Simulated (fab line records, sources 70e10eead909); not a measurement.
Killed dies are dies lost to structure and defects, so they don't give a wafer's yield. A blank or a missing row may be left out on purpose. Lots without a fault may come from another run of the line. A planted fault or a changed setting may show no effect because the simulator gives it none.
Which tool did it? | flow nand_harc | 24 lots, 72 wafers sampled, at 6 steps of a route of 1159

WHAT THE GAUGES READ, wafer by wafer
NHARC_A_BLC_CD_MEAS_10: target cd 100 nm. Usual: cd_nm 100.0 nm, standard deviation 0.65.
lot  | measured     | on        | cd_nm (nm)        | flag
L074 | day 17 08:56 | cd_sem-02 | 100.8 100.0 99.8  |
L078 | day 17 18:20 | cd_sem-01 | 100.2 100.5 99.6  |
L075 | day 17 18:45 | cd_sem-03 | 99.2 100.0 99.9   |
L076 | day 17 20:23 | cd_sem-01 | 100.5 99.9 100.0  |
L080 | day 17 20:51 | cd_sem-02 | 99.4 100.2 99.8   |
L079 | day 18 02:59 | cd_sem-03 | 100.3 100.0 99.8  |
L077 | day 18 03:58 | cd_sem-02 | 100.0 100.6 100.2 |
L081 | day 19 06:11 | cd_sem-01 | 99.6 99.0 100.1   |
L082 | day 19 06:40 | cd_sem-02 | 100.5 100.9 101.0 |
L083 | day 19 16:39 | cd_sem-01 | 100.8 100.8 100.7 |
L085 | day 20 01:59 | cd_sem-01 | 100.5 100.7 100.4 |
L084 | day 20 03:53 | cd_sem-02 | 100.2 100.8 100.8 |
L087 | day 20 10:22 | cd_sem-03 | 99.9 99.4 99.1    |
L088 | day 20 21:34 | cd_sem-01 | 100.2 100.2 99.6  |
L086 | day 21 04:02 | cd_sem-01 | 100.9 99.1 100.3  |
L089 | day 21 05:16 | cd_sem-02 | 99.8 99.8 99.8    |
L090 | day 21 13:28 | cd_sem-01 | 98.5 99.5 98.8    |
L092 | day 21 23:08 | cd_sem-02 | 100.0 99.6 100.0  |
L095 | day 21 23:28 | cd_sem-03 | 99.8 99.5 99.4    |
L091 | day 22 00:00 | cd_sem-01 | 98.8 100.9 100.0  |
L094 | day 22 00:40 | cd_sem-01 | 99.7 100.8 99.3   |
L093 | day 22 10:29 | cd_sem-03 | 101.3 99.9 100.3  |
L096 | day 22 20:46 | cd_sem-02 | 100.3 99.0 99.6   |
L097 | day 23 03:17 | cd_sem-01 | 99.7 100.5 100.8  |

NHARC_A_M1_CD_MEAS_09: target cd 120 nm. Usual: cd_nm 119.7 nm, standard deviation 0.48.
lot  | measured     | on        | cd_nm (nm)        | flag
L074 | day 17 20:50 | cd_sem-01 | 119.9 119.6 119.8 |
L078 | day 18 02:22 | cd_sem-01 | 119.7 120.3 119.7 |
L075 | day 18 07:01 | cd_sem-01 | 120.1 119.5 120.0 |
L076 | day 18 07:10 | cd_sem-02 | 120.1 119.2 119.5 |
L080 | day 18 07:55 | cd_sem-01 | 118.7 119.8 118.9 |
L079 | day 18 11:10 | cd_sem-03 | 119.0 119.8 120.5 |
L077 | day 18 12:14 | cd_sem-02 | 119.9 119.6 120.1 |
L081 | day 19 14:56 | cd_sem-03 | 119.2 119.9 120.2 |
L082 | day 19 15:16 | cd_sem-03 | 119.7 119.4 119.7 |
L083 | day 20 13:17 | cd_sem-02 | 119.9 119.9 120.3 |
L085 | day 20 15:29 | cd_sem-03 | 119.0 119.1 119.1 |
L084 | day 21 00:13 | cd_sem-03 | 119.1 119.5 120.4 |
L087 | day 21 01:39 | cd_sem-03 | 119.2 118.5 119.8 |
L088 | day 21 08:51 | cd_sem-03 | 119.3 119.5 119.4 |
L086 | day 21 17:04 | cd_sem-02 | 119.9 120.4 120.0 |
L089 | day 21 18:14 | cd_sem-03 | 119.4 119.3 119.5 |
L090 | day 21 22:02 | cd_sem-02 | 119.8 120.0 119.6 |
L092 | day 22 11:20 | cd_sem-01 | 119.9 119.4 119.7 |
L095 | day 22 11:38 | cd_sem-03 | 120.2 120.5 119.9 |
L091 | day 22 12:13 | cd_sem-03 | 120.1 119.2 119.2 |
L094 | day 22 15:02 | cd_sem-03 | 119.3 120.2 118.8 |
L093 | day 22 19:25 | cd_sem-01 | 119.4 119.0 120.2 |
L096 | day 23 04:47 | cd_sem-02 | 121.0 119.4 120.6 |
L097 | day 23 15:13 | cd_sem-02 | 119.8 119.6 119.7 |

NHARC_A_M1_OVL_MEAS_10: pitch 240 nm. Usual: overlay_x_nm 0.1 nm, standard deviation 0.89; overlay_y_nm 0.2 nm, standard deviation 1.1.
lot  | measured     | on         | overlay_x_nm (nm) | overlay_y_nm (nm) | flag
L074 | day 17 20:55 | overlay-02 | 0.4 -0.2 0.4      | -0.2 -0.6 -0.4    |
L078 | day 18 02:27 | overlay-01 | 0.3 0.5 0.4       | 1.6 1.2 1.1       |
L075 | day 18 07:05 | overlay-01 | -1.8 -1.5 -1.2    | -1.1 -0.9 -0.7    |
L076 | day 18 07:14 | overlay-01 | 0.8 0.9 0.9       | 0.8 1.5 1.5       |
L080 | day 18 07:59 | overlay-01 | -1.3 -1.5 -1.4    | -0.1 0.6 -0.4     |
L079 | day 18 11:16 | overlay-02 | 0.8 1.2 1.0       | 1.4 1.8 1.6       |
L077 | day 18 12:19 | overlay-02 | 0.3 0.2 0.4       | 0.0 0.0 0.5       |
L081 | day 19 15:02 | overlay-02 | 0.8 0.2 -0.1      | -2.7 -2.7 -2.4    |
L082 | day 19 15:21 | overlay-01 | 1.0 0.8 1.1       | -0.4 -0.5 -0.7    |
L083 | day 20 13:23 | overlay-01 | 1.6 1.2 1.2       | 0.2 0.5 0.2       |
L085 | day 20 15:34 | overlay-02 | -0.1 0.0 0.0      | 0.7 0.9 0.7       |
L084 | day 21 00:18 | overlay-01 | 1.0 0.4 0.4       | -0.2 -0.1 -0.2    |
L087 | day 21 01:44 | overlay-01 | -0.8 -0.1 -0.2    | -0.2 0.1 0.5      |
L088 | day 21 08:56 | overlay-02 | -0.2 0.1 -0.1     | 0.1 0.8 0.7       |
L086 | day 21 17:09 | overlay-02 | 1.8 1.6 1.4       | 1.2 1.0 1.0       |
L089 | day 21 18:20 | overlay-02 | 0.1 0.0 0.4       | 1.0 0.6 0.6       |
L090 | day 21 22:07 | overlay-01 | 0.2 0.6 0.5       | 1.3 1.0 1.6       |
L092 | day 22 11:26 | overlay-02 | 1.0 1.3 1.3       | -0.1 -0.3 -0.6    |
L095 | day 22 11:44 | overlay-01 | -1.0 -0.1 -0.1    | 1.6 1.5 1.6       |
L091 | day 22 12:18 | overlay-01 | -0.9 -0.7 -1.3    | -1.2 -1.7 -0.4    |
L094 | day 22 15:07 | overlay-02 | 0.1 -0.7 -0.8     | -0.3 0.2 -0.8     |
L093 | day 22 19:31 | overlay-02 | -1.4 -1.4 -1.6    | 0.6 1.3 0.4       |
L096 | day 23 04:53 | overlay-02 | -0.2 -0.4 -0.3    | -1.2 -1.8 -1.4    |
L097 | day 23 15:19 | overlay-02 | 0.3 0.4 0.9       | 1.8 1.5 1.4       |

WHICH TOOL RAN EACH LOT (tool, then ch and the chambers of the sampled wafers, then the start)
lot  | NHARC_A_CONTACT_ETCH_139             | NHARC_A_M0_DESCUM_14               | NHARC_A_M0_CMP_23
L074 | har_cap_etch-01 ch 0,1, day 16 23:37 | rie_diel-13 ch 2,3, day 17 16:59   | cmp-04 ch 0,1,3, day 17 19:05
L078 | har_cap_etch-01 ch 0,1, day 17 11:15 | rie_diel-09 ch 1,2, day 17 22:37   | cmp-01 ch 0,1,2, day 18 00:38
L075 | har_cap_etch-03 ch 0,1, day 17 12:42 | rie_diel-09 ch 1,2, day 18 02:52   | cmp-01 ch 0,1,2, day 18 05:06
L076 | har_cap_etch-03 ch 0, day 17 16:53   | rie_diel-06 ch 0,1,2, day 18 03:19 | cmp-04 ch 0,1,2, day 18 05:23
L080 | har_cap_etch-02 ch 0,1, day 17 17:14 | rie_diel-13 ch 1,3, day 18 03:44   | cmp-03 ch 0,3, day 18 05:47
L079 | har_cap_etch-01 ch 0, day 17 20:30   | rie_diel-09 ch 1,2,3, day 18 07:16 | cmp-03 ch 0,1,3, day 18 09:19
L077 | har_cap_etch-03 ch 1, day 17 21:52   | rie_diel-06 ch 1,3, day 18 08:11   | cmp-04 ch 0,1, day 18 10:13
L081 | har_cap_etch-02 ch 0,1, day 19 00:29 | rie_diel-13 ch 0,1,3, day 19 10:30 | cmp-04 ch 0,1,2, day 19 12:38
L082 | har_cap_etch-01 ch 0,1, day 19 00:57 | rie_diel-13 ch 0,3, day 19 10:54   | cmp-04 ch 1,2, day 19 12:56
L083 | har_cap_etch-02 ch 0,1, day 19 09:37 | rie_diel-09 ch 0,2,3, day 20 09:13 | cmp-01 ch 0,1,3, day 20 11:37
L085 | har_cap_etch-02 ch 0,1, day 19 12:49 | rie_diel-13 ch 0,1,2, day 20 11:34 | cmp-01 ch 0,1,2, day 20 13:36
L084 | har_cap_etch-03 ch 0,1, day 19 15:41 | rie_diel-09 ch 1,2,3, day 20 20:19 | cmp-04 ch 0,1, day 20 22:17
L087 | har_cap_etch-02 ch 0,1, day 19 23:55 | rie_diel-13 ch 1,2, day 20 21:20   | cmp-01 ch 0,1,3, day 20 23:23
L088 | har_cap_etch-01 ch 1, day 20 17:14   | rie_diel-06 ch 0,1,2, day 21 05:02 | cmp-04 ch 0,2,3, day 21 07:02
L086 | har_cap_etch-03 ch 0,1, day 20 20:58 | rie_diel-06 ch 0,1,3, day 21 13:07 | cmp-04 ch 0,2,3, day 21 15:05
L089 | har_cap_etch-03 ch 0,1, day 20 22:44 | rie_diel-13 ch 2,3, day 21 14:18   | cmp-03 ch 1,2, day 21 16:20
L090 | har_cap_etch-03 ch 0,1, day 21 05:37 | rie_diel-09 ch 2,3, day 21 18:08   | cmp-03 ch 0,2, day 21 20:10
L092 | har_cap_etch-02 ch 0,1, day 21 14:55 | rie_diel-13 ch 1,2,3, day 22 07:28 | cmp-04 ch 0,1,3, day 22 09:38
L095 | har_cap_etch-03 ch 0,1, day 21 15:55 | rie_diel-09 ch 2,3, day 22 07:42   | cmp-03 ch 1,2, day 22 09:47
L091 | har_cap_etch-02 ch 0,1, day 21 18:38 | rie_diel-09 ch 0,2,3, day 22 08:08 | cmp-03 ch 1,2, day 22 10:19
L094 | har_cap_etch-03 ch 0,1, day 21 21:08 | rie_diel-09 ch 1,2,3, day 22 11:10 | cmp-04 ch 0,1,2, day 22 13:11
L093 | har_cap_etch-01 ch 0,1, day 22 00:47 | rie_diel-13 ch 2,3, day 22 14:57   | cmp-01 ch 0,3, day 22 16:59
L096 | har_cap_etch-03 ch 0, day 22 17:02   | rie_diel-06 ch 1,3, day 23 00:53   | cmp-04 ch 1,2, day 23 02:55
L097 | har_cap_etch-02 ch 0,1, day 22 23:41 | rie_diel-06 ch 1,2, day 23 11:20   | cmp-04 ch 1,2,3, day 23 13:26
- NHARC_A_CONTACT_ETCH_139: etches the open film in C4F8/O2/Ar, time 137 s, target depth 590 nm.
- NHARC_A_M0_DESCUM_14: chemistry O2, time 3 s.
- NHARC_A_M0_CMP_23: polishes, t overpolish 20 s, target thk 113.75 nm.

WHAT THE TOOLS THEMSELVES READ (means of the sampled wafers that have a number; where no wafer has one, the mark that the record gives instead)
NHARC_A_M0_DESCUM_14. Usual: drypump_motor_current_A 5.8 A, standard deviation 0.42; oes_product_au 0.997 a.u., standard deviation 0.012; rf_vpp_V 57.9 V, standard deviation 0.92; showerhead_plenum_p_Torr 1.95 Torr, standard deviation 0.096; throttle_valve_pct 11.311 %, standard deviation 0.009.
lot  | tool        | drypump_motor_current_A (A) | oes_product_au (a.u.) | rf_vpp_V (V) | showerhead_plenum_p_Torr (Torr) | throttle_valve_pct (%) | flag
L074 | rie_diel-13 | 6.0                         | 0.994                 | 57.9         | 1.98                            | 11.307                 |
L078 | rie_diel-09 | 6.0                         | 0.998                 | 58.0         | 2.02                            | 11.307                 |
L075 | rie_diel-09 | 6.0                         | 0.987                 | 58.6         | 2.03                            | 11.307                 |
L076 | rie_diel-06 | 5.6                         | 0.986                 | 57.3         | 1.87                            | 11.310                 |
L080 | rie_diel-13 | 5.9                         | 0.990                 | 58.2         | 1.92                            | 11.315                 |
L079 | rie_diel-09 | 5.9                         | 0.997                 | 58.0         | 2.04                            | 11.309                 |
L077 | rie_diel-06 | 5.6                         | 1.005                 | 57.4         | 1.86                            | 11.302                 |
L081 | rie_diel-13 | 5.5                         | 0.993                 | 58.3         | 1.92                            | 11.320                 |
L082 | rie_diel-13 | 5.4                         | 0.990                 | 57.7         | 1.93                            | 11.319                 |
L083 | rie_diel-09 | 6.0                         | 0.989                 | 57.6         | 1.97                            | 11.301                 |
L085 | rie_diel-13 | 5.6                         | 1.001                 | 58.4         | 1.95                            | 11.314                 |
L084 | rie_diel-09 | 5.9                         | 0.994                 | 58.3         | 2.04                            | 11.310                 |
L087 | rie_diel-13 | 6.0                         | 1.003                 | 58.3         | 1.95                            | 11.309                 |
L088 | rie_diel-06 | 5.6                         | 0.999                 | 57.1         | 1.87                            | 11.315                 |
L086 | rie_diel-06 | 5.6                         | 0.995                 | 57.1         | 1.85                            | 11.307                 |
L089 | rie_diel-13 | 6.1                         | 0.983                 | 57.6         | 2.02                            | 11.314                 |
L090 | rie_diel-09 | 5.9                         | 0.981                 | 59.0         | 2.05                            | 11.316                 |
L092 | rie_diel-13 | 6.0                         | 1.003                 | 57.9         | 1.97                            | 11.325                 |
L095 | rie_diel-09 | 5.9                         | 0.991                 | 57.2         | 2.06                            | 11.317                 |
L091 | rie_diel-09 | 6.0                         | 1.003                 | 57.6         | 1.97                            | 11.311                 |
L094 | rie_diel-09 | 5.9                         | 0.990                 | 58.7         | 2.04                            | 11.313                 |
L093 | rie_diel-13 | 6.0                         | 0.993                 | 58.1         | 1.98                            | 11.300                 |
L096 | rie_diel-06 | 5.7                         | 1.002                 | 58.2         | 1.91                            | 11.315                 |
L097 | rie_diel-06 | 5.7                         | 1.010                 | 56.9         | 1.88                            | 11.303                 |

NHARC_A_M0_CMP_23. Usual: edge_zone_pressure_frac 0.999, standard deviation 0.0053; motor_current_A 12.1 A, standard deviation 0.98; time_to_endpoint_s 28 s, standard deviation 3.4.
lot  | tool   | edge_zone_pressure_frac | motor_current_A (A) | time_to_endpoint_s (s) | flag
L074 | cmp-04 | 1.000                   | 12.3                | 30                     |
L078 | cmp-01 | 0.999                   | 12.8                | 31                     |
L075 | cmp-01 | 1.000                   | 12.9                | 28                     |
L076 | cmp-04 | 1.001                   | 12.5                | 27                     |
L080 | cmp-03 | 0.997                   | 12.3                | 29                     |
L079 | cmp-03 | 0.998                   | 11.6                | 29                     |
L077 | cmp-04 | 1.003                   | 12.7                | 33                     |
L081 | cmp-04 | 0.999                   | 12.7                | 28                     |
L082 | cmp-04 | 1.006                   | 12.7                | 26                     |
L083 | cmp-01 | 0.997                   | 12.8                | 27                     |
L085 | cmp-01 | 0.999                   | 13.2                | 25                     |
L084 | cmp-04 | 0.999                   | 12.6                | 32                     |
L087 | cmp-01 | 0.997                   | 13.1                | 27                     |
L088 | cmp-04 | 1.004                   | 11.8                | 30                     |
L086 | cmp-04 | 0.994                   | 11.9                | 30                     |
L089 | cmp-03 | 1.001                   | 10.7                | 31                     |
L090 | cmp-03 | 1.002                   | 11.4                | 27                     |
L092 | cmp-04 | 0.998                   | 12.1                | 27                     |
L095 | cmp-03 | 0.996                   | 11.5                | 28                     |
L091 | cmp-03 | 0.991                   | 11.0                | 29                     |
L094 | cmp-04 | 0.996                   | 12.5                | 29                     |
L093 | cmp-01 | 1.004                   | 12.5                | 30                     |
L096 | cmp-04 | 1.000                   | 12.9                | 26                     |
L097 | cmp-04 | 1.004                   | 12.3                | 25                     |

THE ANSWER, worked out from the rows above alone
Rule: a lot is off if the mean of its wafers that have a number lies more than 3 standard deviations from the usual mean. A lot without any number at a reading at which 4 lots or more have one is off too. The other lots that the step has rows for count as sound. The gauges are gone through in route order, then the tools' own readings, and for those a lot's mean is taken as printed above. The first step at which some lot is off is used, and at that step the reading that is off furthest; a lot without a number counts as furthest.
No lot is off at any reading shown: from this, nothing can be told.

WHAT THE SIMULATOR HAD PUT IN
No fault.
